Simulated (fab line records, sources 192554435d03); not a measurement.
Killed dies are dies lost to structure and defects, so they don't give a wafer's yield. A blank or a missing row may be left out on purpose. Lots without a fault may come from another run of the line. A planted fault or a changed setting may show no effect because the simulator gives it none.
fab line records | flow n5_finfet
record lots=7 wafers=21
route steps=1938 shown BEOL_M2@857 BEOL_M4@1021
start_h: hours from the record's first day to the start of the lot's first wafer shown | wait_h: hours since the lot's step before | " the same as in the row above | L1.1+2: a row that stands for several wafers | - no value, or no start given | * or withheld: withheld | < > ~ a bound
route shown NAME@n: a module of which the file shows steps, and the number in the route of the first | usual: mean/standard deviation of fault-free wafers | same: alike in all rows | chamber/n: place in a boat | sites: the reading at each site | _std_site: their standard deviation | _edge_site: outer sites' mean less inner sites' | radius_mm: how far each site lies from the wafer's centre | mask NAME#n: copy n | behind: the tool/chamber that last shaped the wafer | hold: why the lot was held/for how many hours/how that ended | device: the transistor (n, p or np) that didn't switch | end of line: the same wafers' tests at the end of the route | a step without rows: its recipe alone | killed: dies lost to structure and defects at the first sort, not the wafer's yield | map: a wafer's dies, x killed, . not, _ none there
set.NAME: the setting as run; set.NAME@STEP: as run at that earlier step | model.NAME: the simulator's own value behind a step, which no gauge read
lots whose settings were changed on purpose; a table a step, a row a wafer
## steps
# step N5_BEOL_M2_DESCUM_16
# recipe chemistry=O2 time_s=7 source_power_w=50 bias_power_w=20 pressure_mtorr=20 rf_frequency_hz=2.712e+07 temp_c=40 resist=CAR-EUV o2_flow_sccm=225
# columns lot.wafer tool chamber start_h wait_h set.time_s model.CAR-EUV_of_BEOL_M2_COAT_05.thk_nm
L081.3+4 rie_diel-03 1,2 247.25 0.4 7 26
L081.5 " 3 " " 7 25.8
L082.1 rie_diel-03 0 247.48 0.4 7 26
L082.2+5 " 2,3 " " 5.636 26.6
L087.3 rie_diel-02 1 253.34 0.0 7 26.2
L087.4 " 3 " " 7 26
L087.5 " 0 " " 7.891 25.6
L089.2 rie_diel-03 0 263.95 0.0 6.548 26.4
L089.4+6 " 3,1 " " 7 26.2
L091.2+5+6 rie_diel-02 2,3,2 268.44 0.0 7 26
L093.1 rie_diel-06 3 272.00 0.2 7 26
L093.3+5 " 2,3 " " 7 26.2
L097.1 rie_diel-02 1 298.78 0.3 5.47 26.8
L097.5 " 0 " " 5.47 27
L097.6 " 1 " " 7 26.2
# step N5_BEOL_M2_COAT_76
# recipe resist=underlayer temp_c=205 time_s=60 spin_rpm=1500 resist_thk_nm=5
# columns lot.wafer tool chamber start_h wait_h set.spin_rpm
L081.3+4+5 litho_track-05 0 - - 1500
L082.1+5 litho_track-02 0 - - 1500
L082.2 " 0 " " 1372
L087.3+4 litho_track-05 0 - - 1500
L087.5 " 0 " " 1338
L089.2+6 litho_track-02 0 - - 1437
L089.4 " 0 " " 1500
L091.2+5 litho_track-01 0 - - 1367
L091.6 " 0 " " 1500
L093.1+5 litho_track-02 0 - - 1500
L093.3 " 0 " " 1388
L097.1 litho_track-01 0 - - 1420
L097.5+6 " 0 " " 1500
# step N5_BEOL_M2_COAT_22
# recipe resist=CAR-EUV spin_rpm=1500 resist_thk_nm=30
# step N5_BEOL_M2_EBR_24
# recipe solvent=PGMEA ebr_width_mm=1.5
# step N5_BEOL_M2_DESCUM_33
# recipe chemistry=O2 time_s=7 source_power_w=50 bias_power_w=20 pressure_mtorr=20 rf_frequency_hz=2.712e+07 temp_c=40 resist=CAR-EUV o2_flow_sccm=225
# step N5_BEOL_M2_ETCH_77
# recipe chemistry=N2/H2 target=underlayer target_depth_a=65 mask_material=CAR-EUV time_s=5.2 ion_energy_ev=200 pressure_mtorr=30 source_w=840 bias_w=150 n2_flow_sccm=200 h2_flow_sccm=200 ends=cleared
# columns lot.wafer tool chamber start_h wait_h set.spin_rpm@BEOL_M2_COAT_76 model.etch.depth_nm
L081.3 rie_diel-03 2 248.29 0.0 1500 4.992
L081.4 " 1 " " 1500 4.996
L081.5 " 0 " " 1500 5.005
L082.1 rie_diel-03 0 248.58 0.0 1500 5.011
L082.2 " 1 " " 1372 5.24
L082.5 " 0 " " 1500 5.017
L087.3 rie_diel-06 3 254.54 0.0 1500 4.991
L087.4 " 0 " " 1500 4.99
L087.5 " 1 " " 1338 5.272
L089.2 rie_diel-02 3 265.15 0.0 1437 5.103
L089.4 " 2 " " 1500 5.021
L089.6 " 2 " " 1437 5.113
L091.2 rie_diel-06 3 269.49 0.0 1367 5.249
L091.5 " 0 " " 1367 5.248
L091.6 " 3 " " 1500 5.013
L093.1 rie_diel-06 2 273.13 0.0 1500 4.972
L093.3 " 3 " " 1388 5.175
L093.5 " 0 " " 1500 4.977
L097.1 rie_diel-06 2 299.76 0.0 1420 5.128
L097.5 " 0 " " 1500 5.001
L097.6 " 3 " " 1500 4.993
# step N5_BEOL_M2_DEP_57
# recipe material=SiCN target_thk_a=80 temp_c=withheld precursor=3MS/NH3 pressure_torr=3 rf_w=202 time_s=14
# columns lot.wafer tool chamber start_h wait_h set.time_s model.SiCN_of_BEOL_M2_DEP_57.thk_nm
L081.3+5 pecvd-04 0 287.64 0.0 14 8.2
L081.4 " 2 " " 14 8
L082.1 pecvd-02 2 299.13 0.0 12.67 7.2
L082.2 " 0 " " 12.67 7
L082.5 " 0 " " 14 8
L087.3+4 pecvd-02 1,0 305.88 0.0 14 7.8
L087.5 " 2 " " 14 8
L089.2 pecvd-03 1 312.48 0.0 14 7.8
L089.4+6 " 2,1 " " 14 8
L091.2 pecvd-03 1 328.18 0.0 13 7.2
L091.5 " 1 " " 14 8
L091.6 " 0 " " 14 8.2
L093.1 pecvd-02 1 330.22 0.0 14 7.8
L093.3 " 2 " " 13.24 7.2
L093.5 " 2 " " 13.24 7.4
L097.1 pecvd-04 0 355.12 0.0 12.35 6.8
L097.5 " 0 " " 14 8
L097.6 " 2 " " 12.35 7
# step N5_BEOL_M4_ILD_DEP_00
# recipe material=SiOC target_thk_a=790 temp_c=350 precursor=DEMS/O2 pressure_torr=5 rf_w=500 time_s=15.3
# columns lot.wafer tool chamber start_h wait_h set.time_s model.SiOC_of_BEOL_M4_ILD_DEP_00.thk_nm
L081.3 pecvd-04 0 313.07 0.0 15.3 79.4
L081.4 " 1 " " 15.3 80.8
L081.5 " 2 " " 15.3 79.8
L082.1 pecvd-01 1 322.21 0.0 17 87.2
L082.2 " 2 " " 15.3 79.4
L082.5 " 1 " " 15.3 79.8
L087.3 pecvd-01 1 329.63 0.0 17.58 90.6
L087.4 " 1 " " 15.3 79.4
L087.5 " 0 " " 15.3 79.2
L089.2 pecvd-01 1 337.68 0.0 13.66 69.4
L089.4 " 1 " " 13.66 70.4
L089.6 " 2 " " 15.3 81
L091.2 pecvd-01 2 344.96 0.0 14.01 72.4
L091.5 " 2 " " 15.3 80
L091.6 " 1 " " 14.01 72
L093.1 pecvd-02 0 376.70 0.0 15.3 77.6
L093.3 " 1 " " 15.3 78
L093.5 " 0 " " 16.55 86
L097.1 pecvd-02 1 397.31 0.0 15.3 78
L097.5 " 0 " " 13.66 70.2
L097.6 " 1 " " 13.66 71.2
# step N5_BEOL_M4_THK_MEAS_01
# recipe reads=SiOC_of_BEOL_M4_ILD_DEP_00
# usual M4_ILD_THK=78.9/1.1
# columns lot.wafer tool chamber start_h wait_h set.time_s@BEOL_M4_ILD_DEP_00 M4_ILD_THK[nm]
L081.3 film_metro-02 - 313.14 0.1 15.3 79.4
L081.4 " - " " 15.3 80.8
L081.5 " - " " 15.3 79.9
L082.1 film_metro-02 - 322.27 0.0 17 87.2
L082.2 " - " " 15.3 79.5
L082.5 " - " " 15.3 79.8
L087.3 film_metro-02 - 329.70 0.1 17.58 90.4
L087.4 " - " " 15.3 79.3
L087.5 " - " " 15.3 79.3
L089.2 film_metro-01 - 337.77 0.1 13.66 69.5
L089.4 " - " " 13.66 70.3
L089.6 " - " " 15.3 81.0
L091.2 film_metro-01 - 345.03 0.1 14.01 72.5
L091.5 " - " " 15.3 79.9
L091.6 " - " " 14.01 72.0
L093.1 film_metro-01 - 376.76 0.0 15.3 77.6
L093.3 " - " " 15.3 78.0
L093.5 " - " " 16.55 86.1
L097.1 film_metro-01 - 397.38 0.0 15.3 77.9
L097.5 " - " " 13.66 70.3
L097.6 " - " " 13.66 71.2
# step N5_BEOL_M4_EXPOSE_08
# recipe mask_id=M4 na=0.33 source_shape=dipole sigma_inner=0.369 sigma_outer=0.767 polarization=unpolarized dose_mj=41.25
# columns lot.wafer tool chamber start_h wait_h mask set.dose_mj
L081.3+4+5 euv_scanner-02 0 315.62 - M4#0 41.25
L082.1 euv_scanner-02 0 323.53 - M4#0 43.49
L082.2+5 " 0 " " M4#0 41.25
L087.3+5 euv_scanner-02 0 332.01 - M4#0 41.25
L087.4 " 0 " " M4#0 42.09
L089.2 euv_scanner-01 0 338.62 - M4#0 41.25
L089.4+6 " 0 " " M4#0 44.13
L091.2+5 euv_scanner-01 0 347.04 - M4#0 41.25
L091.6 " 0 " " M4#0 39.5
L093.1+5 euv_scanner-01 0 379.54 - M4#0 44.15
L093.3 " 0 " " M4#0 41.25
L097.1+5+6 euv_scanner-01 0 399.03 - M4#0 41.25
# step N5_BEOL_M4_PEB_09
# recipe peb_temp_c=100 peb_time_s=60 resist=CAR-EUV
# step N5_BEOL_M4_DEVELOP_10
# recipe develop_time_s=30 developer=TMAH resist=CAR-EUV rinse_liquid=surfactant_rinse dry=air_spin dev_temp_c=23
# step N5_BEOL_M4_CD_MEAS_11
# recipe target_cd_nm=16.79 landing_energy_ev=500 detector=se_inlens polarity=opening
# usual cd_nm=16.75/0.27
# columns lot.wafer tool chamber start_h wait_h set.dose_mj@BEOL_M4_EXPOSE_08 cd_nm
L081.3 cd_sem-01 0 315.74 - 41.25 16.72
L081.4 " 0 " " 41.25 17.03
L081.5 " 0 " " 41.25 16.80
L082.1 cd_sem-02 0 323.66 - 43.49 18.04
L082.2 " 0 " " 41.25 16.50
L082.5 " 0 " " 41.25 16.46
L087.3 cd_sem-01 0 332.13 - 41.25 16.64
L087.4 " 0 " " 42.09 17.08
L087.5 " 0 " " 41.25 16.66
L089.2 cd_sem-01 0 338.74 - 41.25 16.34
L089.4 " 0 " " 44.13 18.30
L089.6 " 0 " " 44.13 17.56
L091.2 cd_sem-01 0 347.17 - 41.25 16.81
L091.5 " 0 " " 41.25 16.94
L091.6 " 0 " " 39.5 15.80
L093.1 cd_sem-02 0 379.67 - 44.15 18.31
L093.3 " 0 " " 41.25 16.89
L093.5 " 0 " " 44.15 17.87
L097.1 cd_sem-02 0 399.16 - 41.25 16.57
L097.5 " 0 " " 41.25 16.68
L097.6 " 0 " " 41.25 16.75
# step N5_BEOL_M4_DESCUM_16
# recipe chemistry=O2 time_s=7 source_power_w=50 bias_power_w=20 pressure_mtorr=20 rf_frequency_hz=2.712e+07 temp_c=40 resist=CAR-EUV o2_flow_sccm=225
# step N5_BEOL_M4_ETCH_74
# recipe chemistry=N2/H2 target=underlayer target_depth_a=65 mask_material=CAR-EUV time_s=5.2 ion_energy_ev=200 pressure_mtorr=30 source_w=840 bias_w=150 n2_flow_sccm=200 h2_flow_sccm=200 ends=cleared
# columns lot.wafer tool chamber start_h wait_h set.dose_mj@BEOL_M4_EXPOSE_08 model.BEOL_M4.cd_offset_nm
L081.3+4+5 rie_diel-03 2,0,1 315.96 0.0 41.25 0
L082.1 rie_diel-03 2 323.82 0.0 43.49 1
L082.2 " 0 " " 41.25 -0.2
L082.5 " 0 " " 41.25 -0.4
L087.3 rie_diel-02 2 332.45 0.0 41.25 0
L087.4 " 0 " " 42.09 0.4
L087.5 " 3 " " 41.25 -0.4
L089.2 rie_diel-02 3 339.00 0.0 41.25 -0.6
L089.4 " 2 " " 44.13 1.2
L089.6 " 1 " " 44.13 1
L091.2+5 rie_diel-06 3,0 347.33 0.0 41.25 0
L091.6 " 3 " " 39.5 -0.8
L093.1+5 rie_diel-02 1,0 380.09 0.0 44.15 1.2
L093.3 " 2 " " 41.25 0.2
L097.1+5 rie_diel-02 1,0 399.45 0.0 41.25 0.2
L097.6 " 3 " " 41.25 -0.2
# step N5_BEOL_M4_ETCH_63
# recipe chemistry=CF4 target=SiARC target_depth_a=156 mask_material=CAR-EUV time_s=26 ion_energy_ev=80 pressure_mtorr=40 source_w=545 bias_w=36 Ar_flow_sccm=100 cf4_flow_sccm=100 ends=cleared
# columns lot.wafer tool chamber start_h wait_h set.dose_mj@BEOL_M4_EXPOSE_08 model.BEOL_M4.cd_offset_nm
L081.3+5 rie_diel-03 2,1 315.98 0.0 41.25 0
L081.4 " 0 " " 41.25 -0.2
L082.1 rie_diel-03 2 323.84 0.0 43.49 1
L082.2 " 0 " " 41.25 0
L082.5 " 0 " " 41.25 -0.2
L087.3+5 rie_diel-02 2,3 332.47 0.0 41.25 -0.2
L087.4 " 0 " " 42.09 0.4
L089.2 rie_diel-02 3 339.02 0.0 41.25 -0.4
L089.4 " 2 " " 44.13 1.2
L089.6 " 1 " " 44.13 1
L091.2+5 rie_diel-06 3,0 347.34 0.0 41.25 0
L091.6 " 3 " " 39.5 -0.8
L093.1+5 rie_diel-02 1,0 380.10 0.0 44.15 1.2
L093.3 " 2 " " 41.25 0.2
L097.1+5 rie_diel-02 1,0 399.47 0.0 41.25 0.2
L097.6 " 3 " " 41.25 -0.2
# step N5_BEOL_M4_ETCH_64
# recipe chemistry=N2/H2 target=SOC target_depth_a=750 overetch_a=225 mask_material=SiARC temp_c=40 time_s=121.9 ion_energy_ev=200 pressure_mtorr=30 source_w=840 bias_w=150 n2_flow_sccm=200 h2_flow_sccm=200
# columns lot.wafer tool chamber start_h wait_h set.dose_mj@BEOL_M4_EXPOSE_08 model.BEOL_M4.cd_offset_nm
L081.3+5 rie_diel-03 2,1 316.00 0.0 41.25 -0.2
L081.4 " 0 " " 41.25 0.2
L082.1 rie_diel-03 2 323.86 0.0 43.49 0.8
L082.2+5 " 0 " " 41.25 0
L087.3 rie_diel-02 2 332.50 0.0 41.25 0
L087.4 " 0 " " 42.09 0.6
L087.5 " 3 " " 41.25 -0.2
L089.2 rie_diel-02 3 339.04 0.0 41.25 -0.4
L089.4 " 2 " " 44.13 1.2
L089.6 " 1 " " 44.13 1
L091.2+5 rie_diel-06 3,0 347.37 0.0 41.25 0
L091.6 " 3 " " 39.5 -0.8
L093.1+5 rie_diel-02 1,0 380.13 0.0 44.15 1.2
L093.3 " 2 " " 41.25 0.4
L097.1 rie_diel-02 1 399.50 0.0 41.25 0
L097.5 " 0 " " 41.25 0.2
L097.6 " 3 " " 41.25 -0.2
# step N5_BEOL_M4_STRIP_65
# recipe chemistry=N2/H2 temp_c=40 n2_flow_sccm=200 h2_flow_sccm=200 rf_frequency_hz=6e+07
# step N5_BEOL_M4_STRIP_75
# recipe chemistry=N2/H2 temp_c=40 n2_flow_sccm=200 h2_flow_sccm=200 rf_frequency_hz=6e+07
# step N5_BEOL_M4_STRIP_66
# recipe chemistry=CF4 resist=SiARC power_w=300 bias_power_w=75 pressure_mtorr=50 cf4_flow_sccm=150 rf_frequency_hz=6e+07
# step N5_BEOL_M4_HM_OPEN_17
# recipe chemistry=Cl2/BCl3 target_depth_a=200 overetch_a=60 target=TiN mask_material=SOC ion_energy_ev=150 pressure_mtorr=10 icp_w=1000 bias_w=126 Cl2_flow_sccm=53.25 bcl3_flow_sccm=21.75 Ar_flow_sccm=25
# columns lot.wafer tool chamber start_h wait_h set.dose_mj@BEOL_M4_EXPOSE_08 model.BEOL_M4.cd_offset_nm
L081.3+5 rie_metal-01 1 316.30 0.2 41.25 0
L081.4 " 1 " " 41.25 0.2
L082.1 rie_metal-03 0 324.05 0.0 43.49 0.6
L082.2+5 " 1 " " 41.25 -0.2
L087.3 rie_metal-01 1 332.74 0.1 41.25 0.2
L087.4 " 1 " " 42.09 0.6
L087.5 " 1 " " 41.25 0
L089.2 rie_metal-03 0 339.22 0.0 41.25 -0.6
L089.4 " 0 " " 44.13 1.2
L089.6 " 0 " " 44.13 1
L091.2+5 rie_metal-03 0,1 347.54 0.0 41.25 0
L091.6 " 0 " " 39.5 -0.8
L093.1 rie_metal-01 1 380.31 0.0 44.15 1.2
L093.3 " 0 " " 41.25 0.2
L093.5 " 0 " " 44.15 1
L097.1 rie_metal-02 0 399.67 0.0 41.25 0.2
L097.5 " 0 " " 41.25 0.4
L097.6 " 1 " " 41.25 0
# step N5_BEOL_M4_STRIP_19
# recipe chemistry=O2 power_w=400 temp_c=40 pressure_mtorr=30 rf_frequency_hz=6e+07 bias_power_w=0 overash_fraction=0.2 o2_flow_sccm=225
# step N5_BEOL_M4_CD_MEAS_18
# recipe pitch_nm=36 target_cd_nm=18
# usual cd_nm=17.9/0.35
# columns lot.wafer tool chamber start_h wait_h set.dose_mj@BEOL_M4_EXPOSE_08 cd_nm
L081.3 cd_sem-01 - 316.51 0.1 41.25 18.1
L081.4 " - " " 41.25 18.4
L081.5 " - " " 41.25 18.2
L082.1 cd_sem-02 - 324.32 0.0 43.49 18.6
L082.2 " - " " 41.25 18.1
L082.5 " - " " 41.25 17.9
L087.3 cd_sem-01 - 332.97 0.1 41.25 18.2
L087.4 " - " " 42.09 19.0
L087.5 " - " " 41.25 18.2
L089.2 cd_sem-02 - 339.40 0.1 41.25 17.5
L089.4 " - " " 44.13 19.4
L089.6 " - " " 44.13 18.6
L091.2 cd_sem-02 - 347.73 0.1 41.25 17.8
L091.5 " - " " 41.25 18.3
L091.6 " - " " 39.5 17.3
L093.1 cd_sem-03 - 380.49 0.0 44.15 19.4
L093.3 " - " " 41.25 18.4
L093.5 " - " " 44.15 19.4
L097.1 cd_sem-02 - 399.85 0.0 41.25 18.1
L097.5 " - " " 41.25 18.5
L097.6 " - " " 41.25 18.1
# step N5_BEOL_M4_ETCH_70
# recipe chemistry=N2/H2 target=SOC target_depth_a=800 overetch_a=240 mask_material=SiARC temp_c=40 time_s=130 ion_energy_ev=200 pressure_mtorr=30 source_w=840 bias_w=150 n2_flow_sccm=200 h2_flow_sccm=200
# usual rf_vpp_V=524.8/3
# columns lot.wafer tool chamber start_h wait_h set.source_w rf_vpp_V
L081.3 rie_diel-03 1 382.66 0.0 840 526.3
L081.4 " 3 " " 840 528.6
L081.5 " 3 " " 840 529.2
L082.1 rie_diel-02 2 386.71 0.0 840 526.5
L082.2 " 0 " " 840 525.6
L082.5 " 2 " " 840 525.2
L087.3 rie_diel-03 2 392.34 0.0 840 527.8
L087.4 " 1 " " 929.2 508.7
L087.5 " 3 " " 840 527.9
L091.2 rie_diel-02 3 392.81 0.0 840 525.0
L091.5 " 3 " " 840 525.0
L091.6 " 2 " " 840 523.4
L089.2 rie_diel-03 1 405.70 0.0 767 544.3
L089.4 " 3 " " 767 543.8
L089.6 " 3 " " 840 529.0
L093.1 rie_diel-02 1 429.50 0.0 938.3 507.8
L093.3 " 0 " " 840 525.1
L093.5 " 1 " " 840 527.4
L097.1 rie_diel-03 2 463.60 0.0 924.8 511.1
L097.5 " 1 " " 840 525.4
L097.6 " 2 " " 840 527.8
# step N5_BEOL_M4_TRENCH_ETCH_37
# recipe chemistry=C4F6/O2 target_depth_a=555.55 target=SiOC time_s=29.2 ion_energy_ev=250 pressure_mtorr=30 source_w=355 bias_w=185 Ar_flow_sccm=300 C4F6_flow_sccm=10 O2_flow_sccm=10
# usual rf_vpp_V=673/16
# columns lot.wafer tool chamber start_h wait_h set.bias_w rf_vpp_V
L081.3 rie_diel-03 1 - - 185 664
L081.4 " 3 " " 185 658
L081.5 " 3 " " 185 658
L082.1 rie_diel-02 2 - - 185 670
L082.2 " 0 " " 185 699
L082.5 " 2 " " 185 671
L087.3 rie_diel-03 2 - - 185 658
L087.4 " 1 " " 205.3 721
L087.5 " 3 " " 205.3 715
L091.2 rie_diel-02 3 - - 185 692
L091.5 " 3 " " 174.1 659
L091.6 " 2 " " 174.1 640
L089.2 rie_diel-03 1 - - 205.1 721
L089.4 " 3 " " 185 657
L089.6 " 3 " " 205.1 714
L093.1 rie_diel-02 1 - - 215 765
L093.3 " 0 " " 185 699
L093.5 " 1 " " 215 767
L097.1 rie_diel-03 2 - - 208.6 725
L097.5 " 1 " " 185 665
L097.6 " 2 " " 185 659
# step N5_BEOL_M4_ETCH_41
# recipe chemistry=CH3F/O2 target=SiCN target_depth_a=299 taper_deg=2 time_s=52.5 ion_energy_ev=120 mask_material=TiN pressure_mtorr=30 source_w=395 bias_w=75 Ar_flow_sccm=150 CH3F_flow_sccm=30 O2_flow_sccm=20
# step N5_BEOL_M4_STRIP_97
# recipe chemistry=N2/H2 time_s=10 power_w=450 temp_c=40 pressure_mtorr=20 rf_frequency_hz=6e+07 bias_power_w=7 n2_flow_sccm=200 h2_flow_sccm=200
# step N5_BEOL_M4_PRECLEAN_42
# recipe chemistry=residue_remover time_s=60 temp_c=40
# step N5_BEOL_M4_SRD_43
# recipe time_s=30 temp_c=23 rinse_liquid=diw dry=ipa_marangoni
# step N5_BEOL_M4_CD_MEAS_35
# recipe target_cd_nm=18 target_cd_y_nm=22.4 polarity=opening
# usual cd_nm=17.9/0.32
# columns lot.wafer tool chamber start_h wait_h set.dose_mj@BEOL_M4_EXPOSE_08 cd_nm
L081.3 cd_sem-03 - 383.18 0.0 41.25 18.1
L081.4 " - " " 41.25 18.2
L081.5 " - " " 41.25 18.1
L082.1 cd_sem-01 - 387.22 0.0 43.49 18.6
L082.2 " - " " 41.25 18.1
L082.5 " - " " 41.25 17.9
L087.3 cd_sem-03 - 392.85 0.0 41.25 18.4
L087.4 " - " " 42.09 18.9
L087.5 " - " " 41.25 17.7
L091.2 cd_sem-02 - 393.32 0.0 41.25 17.7
L091.5 " - " " 41.25 18.1
L091.6 " - " " 39.5 17.0
L089.2 cd_sem-02 - 406.23 0.0 41.25 17.4
L089.4 " - " " 44.13 19.2
L089.6 " - " " 44.13 19.2
L093.1 cd_sem-01 - 430.01 0.0 44.15 18.9
L093.3 " - " " 41.25 18.0
L093.5 " - " " 44.15 18.7
L097.1 cd_sem-03 - 464.11 0.0 41.25 17.6
L097.5 " - " " 41.25 18.2
L097.6 " - " " 41.25 17.8
## key
split step=N5_BEOL_M2_DESCUM_16 setting=time_s stated=7 by=wafer
response step=N5_BEOL_M2_DESCUM_16 reading=model.CAR-EUV_of_BEOL_M2_COAT_05.thk_nm change=-0.0327 per=1% r=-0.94
split step=N5_BEOL_M2_COAT_76 setting=spin_rpm stated=1500 by=wafer
response step=N5_BEOL_M2_ETCH_77 reading=model.etch.depth_nm change=-0.026 per=1% r=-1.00
split step=N5_BEOL_M2_DEP_57 setting=time_s stated=14 by=wafer
response step=N5_BEOL_M2_DEP_57 reading=model.SiCN_of_BEOL_M2_DEP_57.thk_nm change=+0.099 per=1% r=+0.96
split step=N5_BEOL_M4_ILD_DEP_00 setting=time_s stated=15.3 by=wafer
response step=N5_BEOL_M4_ILD_DEP_00 reading=model.SiOC_of_BEOL_M4_ILD_DEP_00.thk_nm change=+0.817 per=1% r=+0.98
response step=N5_BEOL_M4_THK_MEAS_01 reading=M4_ILD_THK change=+0.813 per=1% r=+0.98
split step=N5_BEOL_M4_EXPOSE_08 setting=dose_mj stated=41.25 by=wafer
response step=N5_BEOL_M4_CD_MEAS_11 reading=cd_nm change=+0.223 per=1% r=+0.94
response step=N5_BEOL_M4_ETCH_74 reading=model.BEOL_M4.cd_offset_nm change=+0.204 per=1% r=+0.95
response step=N5_BEOL_M4_ETCH_63 reading=model.BEOL_M4.cd_offset_nm change=+0.188 per=1% r=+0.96
response step=N5_BEOL_M4_ETCH_64 reading=model.BEOL_M4.cd_offset_nm change=+0.169 per=1% r=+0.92
response step=N5_BEOL_M4_HM_OPEN_17 reading=model.BEOL_M4.cd_offset_nm change=+0.18 per=1% r=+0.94
response step=N5_BEOL_M4_CD_MEAS_18 reading=cd_nm change=+0.173 per=1% r=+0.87
response step=N5_BEOL_M4_CD_MEAS_35 reading=cd_nm change=+0.181 per=1% r=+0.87
split step=N5_BEOL_M4_ETCH_70 setting=source_w stated=840 by=wafer
response step=N5_BEOL_M4_ETCH_70 reading=rf_vpp_V change=-1.66 per=1% r=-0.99
split step=N5_BEOL_M4_TRENCH_ETCH_37 setting=bias_w stated=185 by=wafer
response step=N5_BEOL_M4_TRENCH_ETCH_37 reading=rf_vpp_V change=+4.93 per=1% r=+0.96
